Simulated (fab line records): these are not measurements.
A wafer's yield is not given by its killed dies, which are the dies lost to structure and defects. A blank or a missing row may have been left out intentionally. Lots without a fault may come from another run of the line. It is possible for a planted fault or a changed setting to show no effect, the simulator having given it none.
fab line records | flow nandHarc
record lots=5 | wafers=15 | lastDay=25
route steps=1159 shown A_CONTACT@927 END@1159
lots with no fault: from the same line, run without faults
startH: hours from the record's first day to the start of the lot's first wafer shown | waitH: how many hours have passed since the lot's step before this one | " the same as in the row above | L1.1+2: one row covering several wafers at once | - value missing, or start not given | * or withheld: withheld | < > ~ a bound
route shown NAME@n: a module of which the file shows steps, and the number in the route of the first | usual: average and standard deviation across the fault-free wafers | same: alike in all rows | chamber/n: place in a boat | sites: each site's reading | _std_site: the values' standard deviation | _edge_site: the outer-site mean with the inner-site mean subtracted | radiusMm: how far each site lies from the wafer's centre | mask NAME#n: copy n | behind: the most recent tool/chamber to have shaped the wafer | hold: cause of the lot's hold/its duration in hours/its outcome | device: transistor that didn't switch, given as n, p or np | end of line: the tests these same wafers got at the end of their route | a step with no rows: only its recipe | killed: dies that structure and defects cost at the first sort, which is not the same as the wafer's yield | map: a wafer's dies, marking killed ones x, the rest . and places with no die _
set.NAME: the setting as run; set.NAME@STEP: as run at that earlier step | model.NAME: the simulator's own value behind a step, which no gauge read
lots at selected steps of the route; one table per step, one row per wafer
services: a tool's chamber out of use, with start hour (startH, from the record's first day; less than 0 if before it), hours out, and reason
## steps
# step NHARC_A_CONTACT_COAT_86
# recipe tempC=260 | timeS=75
# step NHARC_A_CONTACT_COAT_87
# recipe tempC=225 | timeS=65
# step NHARC_A_CONTACT_COAT_02
# recipe spinRpm=1500 | resistThkNm=90
# step NHARC_A_CONTACT_SOFTBAKE_03
# recipe tempC=105 | timeS=55
# step NHARC_A_CONTACT_EBR_04
# step NHARC_A_CONTACT_EXPOSE_05
# recipe na=1.35 | sigmaOuter=0.8 | doseMj=84.24 | maskId=A_CC
# step NHARC_A_CONTACT_PEB_06
# recipe pebTempC=100 | pebTimeS=65
# step NHARC_A_CONTACT_DEVELOP_07
# recipe developTimeS=35 | devTempC=23
# step NHARC_A_CONTACT_CD_MEAS_08
# recipe targetCdNm=100 | landingEnergyEv=500
# usual cdNm=99.9/0.41
lot.wafer | tool     | chamber | startH | waitH | cdNm
L295.1    | cdSem-01 | 0       | 390.79 | -     | 100.3
L295.2    | "        | 0       | "      | "     | 100.1
L295.3    | "        | 0       | "      | "     | 100.2
L296.1    | cdSem-01 | 0       | 395.01 | -     | 100.7
L296.2    | "        | 0       | "      | "     | 100.1
L296.4    | "        | 0       | "      | "     | 99.8
L314.4    | cdSem-02 | 0       | 497.17 | -     | 99.9
L314.5    | "        | 0       | "      | "     | 99.4
L314.6    | "        | 0       | "      | "     | 99.2
L318.3    | cdSem-01 | 0       | 519.25 | -     | 100.0
L318.4    | "        | 0       | "      | "     | 100.3
L318.5    | "        | 0       | "      | "     | 100.3
L317.1    | cdSem-03 | 0       | 520.49 | -     | 99.7
L317.4    | "        | 0       | "      | "     | 99.7
L317.6    | "        | 0       | "      | "     | 99.4
# step NHARC_A_CONTACT_OVL_MEAS_09
# usual overlayXNm=0.3/0.84 | overlayYNm=0.1/0.85
lot.wafer | tool       | chamber | startH | waitH | overlayXNm | overlayYNm
L295.1    | overlay-01 | -       | 390.88 | -     | -0.4       | 0.1
L295.2    | "          | -       | "      | "     | 0.2        | 1.0
L295.3    | "          | -       | "      | "     | -0.8       | 0.0
L296.1    | overlay-02 | -       | 395.10 | -     | 0.0        | 0.2
L296.2    | "          | -       | "      | "     | 0.3        | 0.2
L296.4    | "          | -       | "      | "     | 0.4        | -0.4
L314.4    | overlay-02 | -       | 497.25 | -     | -0.8       | 0.7
L314.5    | "          | -       | "      | "     | 0.2        | -0.3
L314.6    | "          | -       | "      | "     | -0.3       | -0.4
L318.3    | overlay-01 | -       | 519.34 | -     | 1.0        | 0.0
L318.4    | "          | -       | "      | "     | 0.6        | -0.2
L318.5    | "          | -       | "      | "     | 0.6        | 0.1
L317.1    | overlay-02 | -       | 520.58 | -     | 0.6        | 0.8
L317.4    | "          | -       | "      | "     | 1.1        | 1.4
L317.6    | "          | -       | "      | "     | 0.9        | 1.1
# step NHARC_A_CONTACT_INSPECT_10
# usual rawDefectCount=28/14
lot.wafer | tool             | chamber | startH | waitH | rawDefectCount
L295.1    | defectInspect-02 | -       | 390.91 | 0.0   | 24
L295.2    | "                | -       | "      | "     | 28
L295.3    | "                | -       | "      | "     | 13
L296.1    | defectInspect-01 | -       | 395.14 | 0.0   | 8
L296.2    | "                | -       | "      | "     | 17
L296.4    | "                | -       | "      | "     | 11
L314.4    | defectInspect-01 | -       | 497.29 | 0.0   | 14
L314.5    | "                | -       | "      | "     | 9
L314.6    | "                | -       | "      | "     | 17
L318.3    | defectInspect-01 | -       | 519.37 | 0.0   | 19
L318.4    | "                | -       | "      | "     | 9
L318.5    | "                | -       | "      | "     | 22
L317.1    | defectInspect-02 | -       | 520.62 | 0.0   | 40
L317.4    | "                | -       | "      | "     | 44
L317.6    | "                | -       | "      | "     | 40
# step NHARC_A_CONTACT_DESCUM_13
# recipe timeS=3 | o2FlowSccm=200 | arFlowSccm=0 | biasPowerW=0 | chemistry=O2
# usual drypumpMotorCurrentA=5.7/0.39 | oesProductAu=1.002/0.0079 | rfVppV=57.9/0.91 | showerheadPlenumPTorr=1.93/0.074 | throttleValvePct=11.311/0.0089
# same timeS=3
lot.wafer | tool       | chamber | startH | waitH | drypumpMotorCurrentA | oesProductAu | rfHoursCounterH | rfVppV | showerheadPlenumPTorr | throttleValvePct
L295.3    | rieDiel-03 | 2       | 390.97 | 0.1   | 5.4                  | 0.993        | 30              | 57.0   | 1.98                  | 11.319
L295.2    | "          | 3       | "      | "     | 6.3                  | 1.012        | 30              | 57.2   | 1.98                  | 11.315
L295.1    | "          | 0       | "      | "     | 5.4                  | 1.005        | 29              | 55.8   | 1.80                  | 11.302
L296.4    | rieDiel-11 | 1       | 395.20 | 0.1   | 5.5                  | 1.014        | 5               | 58.1   | 1.95                  | 11.302
L296.2    | "          | 3       | "      | "     | 5.9                  | 1.002        | 6               | 59.1   | 1.95                  | 11.303
L296.1    | "          | 0       | "      | "     | 5.3                  | 1.006        | 5               | 57.2   | 1.90                  | 11.315
L314.4    | rieDiel-11 | 2       | 497.34 | 0.1   | 6.0                  | 1.001        | 42              | 57.2   | 2.02                  | 11.312
L314.5    | "          | 2       | "      | "     | 6.0                  | 1.024        | -               | 57.2   | 2.02                  | 11.300
L314.6    | "          | 3       | "      | "     | 5.9                  | 1.013        | -               | 57.2   | 1.94                  | 11.295
L318.4    | rieDiel-03 | 3       | 519.43 | 0.1   | 6.3                  | 1.001        | 21              | 57.0   | 1.97                  | 11.281
L318.3    | "          | 2       | "      | "     | 5.4                  | 0.991        | 20              | 57.9   | 1.97                  | 11.305
L318.5    | "          | 0       | "      | "     | 5.4                  | 0.997        | -               | 58.6   | 1.79                  | 11.310
L317.1    | rieDiel-03 | 0       | 520.68 | 0.1   | 5.4                  | 0.995        | 23              | 57.7   | 1.79                  | 11.313
L317.4    | "          | 1       | "      | "     | 5.5                  | 0.988        | 19              | 58.6   | 2.03                  | 11.308
L317.6    | "          | 1       | "      | "     | 5.6                  | 0.999        | -               | 59.1   | 2.03                  | 11.319
# step NHARC_A_CONTACT_ETCH_88
# recipe targetDepthA=390 | overEtchFrac=0.3 | timeS=65 | ionEnergyEv=80 | cf4FlowSccm=150 | arFlowSccm=0 | rfW=300 | biasW=100 | chemistry=CF4
# usual drypumpMotorCurrentA=5.7/0.39 | oesProductAu=1.001/0.0084 | rfVppV=151.4/1.1 | showerheadPlenumPTorr=1.78/0.06 | throttleValvePct=13.283/0.0094
# same timeS=65
lot.wafer | tool       | chamber | startH | waitH | drypumpMotorCurrentA | oesProductAu | rfHoursCounterH | rfVppV | showerheadPlenumPTorr | throttleValvePct
L295.2    | rieDiel-03 | 2       | 391.06 | 0.1   | 5.4                  | 0.993        | 30              | 152.4  | 1.83                  | 13.288
L295.1    | "          | 3       | "      | "     | 6.3                  | 1.005        | 30              | 151.9  | 1.82                  | 13.281
L295.3    | "          | 1       | "      | "     | 5.6                  | 0.999        | 27              | 151.5  | 1.88                  | 13.279
L296.4    | rieDiel-11 | 1       | 395.29 | 0.1   | 5.6                  | 1.003        | 5               | 152.8  | 1.80                  | 13.281
L296.1    | "          | 2       | "      | "     | 6.1                  | 0.999        | 6               | 152.4  | 1.87                  | 13.275
L296.2    | "          | 3       | "      | "     | 5.9                  | 1.012        | 6               | 151.0  | 1.80                  | 13.287
L314.4    | rieDiel-11 | 3       | 497.43 | 0.1   | 5.9                  | 1.010        | 43              | 151.5  | 1.79                  | 13.293
L314.6    | "          | 3       | "      | "     | 5.9                  | 1.004        | -               | 153.0  | 1.79                  | 13.262
L314.5    | "          | 0       | "      | "     | 5.3                  | 0.794        | -               | 150.5  | 1.74                  | 13.287
L318.4    | rieDiel-03 | 1       | 519.52 | 0.1   | 5.6                  | 1.011        | 18              | 152.6  | 1.87                  | 13.293
L318.3    | "          | 2       | "      | "     | 5.4                  | 0.992        | 20              | 150.9  | 1.82                  | 13.290
L318.5    | "          | 2       | "      | "     | 5.4                  | 0.989        | -               | 152.0  | 1.82                  | 13.284
L317.1    | rieDiel-03 | 3       | 520.77 | 0.1   | 6.4                  | 1.008        | 22              | 150.8  | 1.82                  | 13.279
L317.4    | "          | 0       | "      | "     | 5.4                  | 1.003        | 23              | 151.2  | 1.66                  | 13.294
L317.6    | "          | 3       | "      | "     | 6.4                  | 0.985        | -               | 151.9  | 1.82                  | 13.296
# step NHARC_A_CONTACT_ETCH_89
# recipe targetDepthA=2600 | overEtchFrac=0.3 | timeS=475.3 | ionEnergyEv=200 | n2FlowSccm=150 | h2FlowSccm=150 | arFlowSccm=0 | rfW=400 | biasW=150 | chemistry=N2/H2
# usual drypumpMotorCurrentA=5.7/0.38 | oesProductAu=1.001/0.0088 | rfVppV=431.1/2.5 | showerheadPlenumPTorr=2.06/0.083 | throttleValvePct=14.171/0.0083
# same timeS=475.3
lot.wafer | tool       | chamber | startH | waitH | drypumpMotorCurrentA | oesProductAu | rfHoursCounterH | rfVppV | showerheadPlenumPTorr | throttleValvePct
L295.2    | rieDiel-03 | 1       | -      | -     | 5.6                  | 0.996        | 27              | 434.7  | 2.18                  | 14.176
L295.1    | "          | 2       | "      | "     | 5.4                  | 0.991        | 30              | 433.3  | 2.11                  | 14.165
L295.3    | "          | 3       | "      | "     | 6.4                  | 1.000        | 31              | 432.6  | 2.11                  | 14.180
L296.1    | rieDiel-11 | 1       | -      | -     | 5.5                  | 1.001        | 5               | 431.7  | 2.08                  | 14.166
L296.4    | "          | 3       | "      | "     | 5.9                  | 0.995        | 6               | 432.3  | 2.08                  | 14.181
L296.2    | "          | 0       | "      | "     | 5.3                  | 0.985        | 5               | 429.7  | 2.02                  | 14.173
L314.4    | rieDiel-11 | 3       | -      | -     | 5.9                  | 0.999        | 43              | 432.9  | 2.07                  | 14.172
L314.6    | "          | 1       | "      | "     | 5.5                  | 0.998        | -               | 430.3  | 2.06                  | 14.172
L314.5    | "          | 2       | "      | "     | 6.0                  | 1.003        | -               | 432.8  | 2.16                  | 14.175
L318.4    | rieDiel-03 | 3       | -      | -     | 6.4                  | 0.994        | 21              | 432.3  | 2.10                  | 14.166
L318.3    | "          | 0       | "      | "     | 5.4                  | 0.991        | 23              | 425.6  | 1.91                  | 14.166
L318.5    | "          | 3       | "      | "     | 6.4                  | 1.009        | -               | 432.1  | 2.10                  | 14.168
L317.4    | rieDiel-03 | 0       | -      | -     | 5.4                  | 1.000        | 23              | 425.6  | 1.91                  | 14.178
L317.1    | "          | 1       | "      | "     | 5.5                  | 0.995        | 19              | 432.7  | 2.17                  | 14.168
L317.6    | "          | 1       | "      | "     | 5.6                  | 0.995        | -               | 434.8  | 2.17                  | 14.177
# step NHARC_END_SORT_01
# recipe tempC=25
# usual killedAtArray=25/9.8 | killedAtOther=0.8/1.1 | killedAtPeriphery=3.3/2.1 | killedDies=29/10 | killedOpen=3.3/1.8 | killedShort=1.9/1.4
# same grossDies=677
lot.wafer | tool      | chamber | startH | waitH | killedAtArray | killedAtOther | killedAtPeriphery | killedDies | killedOpen | killedShort
L314.5    | prober-01 | 0       | 559.12 | 3.7   | 676           | 1             | 0                 | 677        | 3          | 1
L317.1    | prober-02 | 0       | 580.80 | 2.5   | 37            | 0             | 7                 | 44         | 3          | 0
L317.4    | prober-02 | 0       | 583.18 | 3.4   | 40            | 0             | 4                 | 44         | 6          | 1
L317.6    | prober-02 | 0       | 584.77 | 4.0   | 39            | 1             | 4                 | 44         | 5          | 1
L318.3    | prober-01 | 0       | 588.75 | 3.1   | 16            | 0             | 2                 | 18         | 5          | 0
L318.4    | prober-01 | 0       | 589.54 | 3.4   | 8             | 0             | 2                 | 10         | 3          | 1
L318.5    | prober-01 | 0       | 590.33 | 3.7   | 21            | 0             | 6                 | 27         | 7          | 3
# killed by level:class
L314.5 A_CONTACT:areaEtch=668 A_CHANNEL_HOLE_D1:chamberFilmFlake=2 A_CONTACT:chamberFilmFlake=2 A_CHANNEL_FILL_D1:geometricParticle:open=1 A_CHANNEL_FILL_D1:geometricParticle:short=1 A_WL_FILL:geometricParticle:open=1 STARTING-WAFER:geometricParticle:open=1 A_M0:chamberFilmFlake=1
L317.1 A_SLIT:chamberFilmFlake=18 A_CONTACT:chamberFilmFlake=8 A_CHANNEL_HOLE_D1:chamberFilmFlake=6 P_M2:chamberFilmFlake=3 P_CONTACT:geometricParticle:open=2 A_STAIRCASE:chamberFilmFlake=2 A_BLC:chamberFilmFlake=2 A_CONTACT:geometricParticle:open=1
L317.4 A_SLIT:chamberFilmFlake=21 A_CONTACT:chamberFilmFlake=5 A_CHANNEL_HOLE_D1:chamberFilmFlake=4 P_M0:geometricParticle:open=2 A_CONTACT:geometricParticle:open=2 A_WL_FILL:chamberFilmFlake=2 A_BLC:chamberFilmFlake=2 A_CHANNEL_FILL_D1:geometricParticle:short=1
L317.6 A_SLIT:chamberFilmFlake=16 A_CHANNEL_HOLE_D1:chamberFilmFlake=9 A_STAIRCASE:chamberFilmFlake=5 A_CONTACT:chamberFilmFlake=3 P_M2:chamberFilmFlake=2 A_ONON_D1:geometricParticle:short=1 A_ONON_D1:geometricParticle:open=1 A_SLIT:geometricParticle:open=1
L318.3 A_CHANNEL_HOLE_D1:chamberFilmFlake=11 P_CONTACT:geometricParticle:open=1 P_M0:geometricParticle:open=1 A_ONON_D1:geometricParticle:open=1 A_CHANNEL_HOLE_D1:geometricParticle:open=1 A_CHANNEL_FILL_D1:geometricParticle:open=1 A_SLIT:chamberFilmFlake=1 A_CONTACT:chamberFilmFlake=1
L318.4 A_STAIRCASE:chamberFilmFlake=2 A_CONTACT:chamberFilmFlake=2 P_GATE:geometricParticle:open=1 A_CHANNEL_FILL_D1:geometricParticle:open=1 A_BLC:geometricParticle:short=1 A_M0:geometricParticle:open=1 P_M2:chamberFilmFlake=1 A_CHANNEL_HOLE_D1:chamberFilmFlake=1
L318.5 A_CHANNEL_HOLE_D1:chamberFilmFlake=8 A_CONTACT:chamberFilmFlake=5 P_GATE:geometricParticle:open=2 A_WL_FILL:geometricParticle:open=2 A_CONTACT:geometricParticle:open=2 P_CONTACT:geometricParticle:open=1 A_ONON_D1:geometricParticle:short=1 A_WL_FILL:geometricParticle:short=1
# map L314.5 (x killed, . not)
____________x____________
_________xxxxxxx_________
_______xxxxxxxxxxx_______
______xxxxxxxxxxxxx______
_____xxxxxxxxxxxxxxx_____
____xxxxxxxxxxxxxxxxx____
____xxxxxxxxxxxxxxxxx____
___xxxxxxxxxxxxxxxxxxx___
___xxxxxxxxxxxxxxxxxxx___
__xxxxxxxxxxxxxxxxxxxxx__
__xxxxxxxxxxxxxxxxxxxxx__
_xxxxxxxxxxxxxxxxxxxxxxx_
_xxxxxxxxxxxxxxxxxxxxxxx_
_xxxxxxxxxxxxxxxxxxxxxxx_
_xxxxxxxxxxxxxxxxxxxxxxx_
_xxxxxxxxxxxxxxxxxxxxxxx_
xxxxxxxxxxxxxxxxxxxxxxxxx
xxxxxxxxxxxxxxxxxxxxxxxxx
xxxxxxxxxxxxxxxxxxxxxxxxx
xxxxxxxxxxxxxxxxxxxxxxxxx
xxxxxxxxxxxxxxxxxxxxxxxxx
_xxxxxxxxxxxxxxxxxxxxxxx_
_xxxxxxxxxxxxxxxxxxxxxxx_
_xxxxxxxxxxxxxxxxxxxxxxx_
_xxxxxxxxxxxxxxxxxxxxxxx_
_xxxxxxxxxxxxxxxxxxxxxxx_
__xxxxxxxxxxxxxxxxxxxxx__
__xxxxxxxxxxxxxxxxxxxxx__
___xxxxxxxxxxxxxxxxxxx___
___xxxxxxxxxxxxxxxxxxx___
____xxxxxxxxxxxxxxxxx____
____xxxxxxxxxxxxxxxxx____
_____xxxxxxxxxxxxxxx_____
______xxxxxxxxxxxxx______
_______xxxxxxxxxxx_______
_________xxxxxxx_________
____________x____________
# map L296.1 (x killed, . not)
____________.____________
_________......._________
_______..........._______
______.............______
_____..............._____
____.................____
____............x....____
___...................___
___......x....x.......___
__.....................__
__.......x.............__
_......................._
_......................._
_..................x...._
_......................._
_......................x_
.........................
..x......................
...x....................x
..........x..............
.x.......................
_............x.........._
_......................._
_...................x.x._
_......................._
_......................._
__.....................__
__.....................__
___............x..x...___
___...................___
____......x..........____
____.................____
_____............x.._____
______..x..........______
_______..........._______
_________......._________
____________.____________
## services
tool       | chamber | startH | hours | kind
rieDiel-03 | 0       | 371.55 | -     | clean
rieDiel-03 | 1       | 371.55 | -     | clean
rieDiel-03 | 2       | 371.55 | -     | clean
rieDiel-03 | 3       | 371.55 | -     | clean
rieDiel-03 | -       | 392.33 | 9.0   | pm
rieDiel-03 | 0       | 392.33 | 9.0   | ventCycle
rieDiel-03 | 1       | 392.33 | 9.0   | ventCycle
rieDiel-03 | 2       | 392.33 | 9.0   | ventCycle
rieDiel-03 | 3       | 392.33 | 9.0   | ventCycle
rieDiel-11 | 2       | 399.95 | 2.8   | repair
rieDiel-03 | 0       | 401.33 | -     | clean
rieDiel-03 | 1       | 401.33 | -     | clean
rieDiel-03 | 2       | 401.33 | -     | clean
rieDiel-03 | 3       | 401.33 | -     | clean
rieDiel-03 | 1       | 413.39 | 7.9   | repair
rieDiel-03 | 0       | 425.85 | -     | clean
rieDiel-03 | 1       | 425.85 | -     | clean
rieDiel-03 | 2       | 425.85 | -     | clean
rieDiel-03 | 3       | 425.85 | -     | clean
rieDiel-11 | 1       | 442.47 | 8.3   | repair
rieDiel-03 | 0       | 450.35 | -     | clean
rieDiel-03 | 1       | 450.35 | -     | clean
rieDiel-03 | 2       | 450.35 | -     | clean
rieDiel-03 | 3       | 450.35 | -     | clean
## key
firstSign step=NHARC_A_CONTACT_ETCH_88 | reading=oesProductAu | direction=down | sigmas=25 | usual=1.001 | struck=0.794
effect step=NHARC_END_SORT_01 | reading=killedAtArray | direction=up | sigmas=67 | usual=25 | struck=676
moreKillsBornAt NHARC_A_CONTACT_ETCH_88@rieDiel-11=668
metAt NHARC_A_CONTACT_ETCH_88
struckWafers L314.5
laterRowsLeftOut L314.5
testerLeftOut L314
fault kind=processParameterDrift | tool=rieDiel-11 | chamber=0 | onsetH=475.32 | steps=NHARC_A_CONTACT_ETCH_88 | channel=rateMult | offset=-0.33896 | shape=step | endH=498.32
# testerLeftOut: of these lots the tester's yield and bins aren't shown, on N5 and GAA mostly nor the transistor test; their killed dies are dies lost to structure and defects alone, not to doping, threshold or leakage, so they don't give the yield
# laterRowsLeftOut: the simulator's readings of these wafers behind a module that went badly wrong aren't trusted and aren't shown, but for the sort
